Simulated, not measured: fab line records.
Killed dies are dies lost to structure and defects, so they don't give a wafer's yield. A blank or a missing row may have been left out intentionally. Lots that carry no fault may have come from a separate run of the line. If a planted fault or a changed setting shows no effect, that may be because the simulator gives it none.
Split-lot trial || flow n5Finfet || route with 1938 steps; 7 lots, 21 wafers read

ON THE SPLIT
At N5_FIN_SAQP_ALD_61 (deposits SiO2, target thk 4 nm, pulse time 1 s, purge time 2 s), the setting aldCycles was moved away from the recipe's 43 on 7 of the 21 wafers read, by -11.6% to +11.6%. This setting was run at the recipe's value on the other wafers.

The split's own step is where the reading is taken.

THE READING
SiO2_of_FIN_SAQP_ALD_61.thkNm (the simulator's own value, which no gauge read), in nm, at N5_FIN_SAQP_ALD_61 (deposits SiO2, target thk 4 nm, pulse time 1 s, purge time 2 s). No usual value for it is given in the file. Across the 14 wafers here that went through the recipe, the average is 4.005 nm and the standard deviation 0.028 nm.

{"wafer": "L075.2", "tool, chamber at the split": "aldSin-04, 2", "aldCycles as run": 38, "against the recipe": "-11.6%", "SiO2_of_FIN_SAQP_ALD_61.thkNm, nm": 3.512, "against lot-mates on the recipe": "no lot-mate on the recipe"}
{"wafer": "L075.3", "tool, chamber at the split": "aldSin-04, 3", "aldCycles as run": 38, "against the recipe": "-11.6%", "SiO2_of_FIN_SAQP_ALD_61.thkNm, nm": 3.577, "against lot-mates on the recipe": "no lot-mate on the recipe"}
{"wafer": "L075.5", "tool, chamber at the split": "aldSin-04, 3", "aldCycles as run": 38, "against the recipe": "-11.6%", "SiO2_of_FIN_SAQP_ALD_61.thkNm, nm": 3.543, "against lot-mates on the recipe": "no lot-mate on the recipe"}
{"wafer": "L080.1", "tool, chamber at the split": "aldSin-03, 1", "aldCycles as run": 43, "against the recipe": "recipe", "SiO2_of_FIN_SAQP_ALD_61.thkNm, nm": 3.988, "against lot-mates on the recipe": "-"}
{"wafer": "L080.3", "tool, chamber at the split": "aldSin-03, 0", "aldCycles as run": 43, "against the recipe": "recipe", "SiO2_of_FIN_SAQP_ALD_61.thkNm, nm": 3.987, "against lot-mates on the recipe": "-"}
{"wafer": "L080.5", "tool, chamber at the split": "aldSin-03, 0", "aldCycles as run": 43, "against the recipe": "recipe", "SiO2_of_FIN_SAQP_ALD_61.thkNm, nm": 3.993, "against lot-mates on the recipe": "-"}
{"wafer": "L084.1", "tool, chamber at the split": "aldSin-03, 3", "aldCycles as run": 43, "against the recipe": "recipe", "SiO2_of_FIN_SAQP_ALD_61.thkNm, nm": 4.007, "against lot-mates on the recipe": "-"}
{"wafer": "L084.4", "tool, chamber at the split": "aldSin-03, 0", "aldCycles as run": 43, "against the recipe": "recipe", "SiO2_of_FIN_SAQP_ALD_61.thkNm, nm": 3.969, "against lot-mates on the recipe": "-"}
{"wafer": "L084.5", "tool, chamber at the split": "aldSin-03, 0", "aldCycles as run": 40, "against the recipe": "-7.0%", "SiO2_of_FIN_SAQP_ALD_61.thkNm, nm": 3.678, "against lot-mates on the recipe": -0.310}
{"wafer": "L091.1", "tool, chamber at the split": "aldSin-01, 3", "aldCycles as run": 43, "against the recipe": "recipe", "SiO2_of_FIN_SAQP_ALD_61.thkNm, nm": 4.005, "against lot-mates on the recipe": "-"}
{"wafer": "L091.3", "tool, chamber at the split": "aldSin-01, 0", "aldCycles as run": 43, "against the recipe": "recipe", "SiO2_of_FIN_SAQP_ALD_61.thkNm, nm": 4.039, "against lot-mates on the recipe": "-"}
{"wafer": "L091.5", "tool, chamber at the split": "aldSin-01, 3", "aldCycles as run": 43, "against the recipe": "recipe", "SiO2_of_FIN_SAQP_ALD_61.thkNm, nm": 4.009, "against lot-mates on the recipe": "-"}
{"wafer": "L095.2", "tool, chamber at the split": "aldSin-01, 2", "aldCycles as run": 48, "against the recipe": "+11.6%", "SiO2_of_FIN_SAQP_ALD_61.thkNm, nm": 4.454, "against lot-mates on the recipe": "+0.423"}
{"wafer": "L095.3", "tool, chamber at the split": "aldSin-01, 3", "aldCycles as run": 43, "against the recipe": "recipe", "SiO2_of_FIN_SAQP_ALD_61.thkNm, nm": 4, "against lot-mates on the recipe": "-"}
{"wafer": "L095.4", "tool, chamber at the split": "aldSin-01, 0", "aldCycles as run": 43, "against the recipe": "recipe", "SiO2_of_FIN_SAQP_ALD_61.thkNm, nm": 4.063, "against lot-mates on the recipe": "-"}
{"wafer": "L096.1", "tool, chamber at the split": "aldSin-03, 2", "aldCycles as run": 43, "against the recipe": "recipe", "SiO2_of_FIN_SAQP_ALD_61.thkNm, nm": 3.998, "against lot-mates on the recipe": "-"}
{"wafer": "L096.4", "tool, chamber at the split": "aldSin-03, 0", "aldCycles as run": 41, "against the recipe": "-4.7%", "SiO2_of_FIN_SAQP_ALD_61.thkNm, nm": 3.785, "against lot-mates on the recipe": -0.213}
{"wafer": "L096.5", "tool, chamber at the split": "aldSin-03, 0", "aldCycles as run": 41, "against the recipe": "-4.7%", "SiO2_of_FIN_SAQP_ALD_61.thkNm, nm": 3.813, "against lot-mates on the recipe": -0.185}
{"wafer": "L097.1", "tool, chamber at the split": "aldSin-01, 2", "aldCycles as run": 43, "against the recipe": "recipe", "SiO2_of_FIN_SAQP_ALD_61.thkNm, nm": 3.959, "against lot-mates on the recipe": "-"}
{"wafer": "L097.2", "tool, chamber at the split": "aldSin-01, 3", "aldCycles as run": 43, "against the recipe": "recipe", "SiO2_of_FIN_SAQP_ALD_61.thkNm, nm": 4.008, "against lot-mates on the recipe": "-"}
{"wafer": "L097.6", "tool, chamber at the split": "aldSin-01, 0", "aldCycles as run": 43, "against the recipe": "recipe", "SiO2_of_FIN_SAQP_ALD_61.thkNm, nm": 4.05, "against lot-mates on the recipe": "-"}

THE FIT
A straight line over all 21 wafers: SiO2_of_FIN_SAQP_ALD_61.thkNm changes by +0.04 nm for each +1% of aldCycles; r = +0.99; the points scatter about the line by 0.029 nm.
The same after taking each lot's own level away (the mean of its wafers on the recipe; 18 wafers): +0.0392 nm for each +1%; r = +0.99; scatter 0.025 nm.
That fit puts the effect of the largest move of aldCycles on the reading at 0.46 nm.
From 3.9880 to 4.0315 nm: that is the span of the lots' own levels, equal to 1.6 times the standard deviation above.
Hence the lot-to-lot level has little effect on the slope; both slopes agree.
Check: for one of the wafers moved furthest among these (+11.6%), held out of the fit, the line's prediction against its lot-mates is +0.508 nm. It came out at +0.423 nm against them.

THE FILE'S OWN FIT
SiO2_of_FIN_SAQP_ALD_61.thkNm changes by +0.0389 nm for each +1% of aldCycles, r = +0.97.
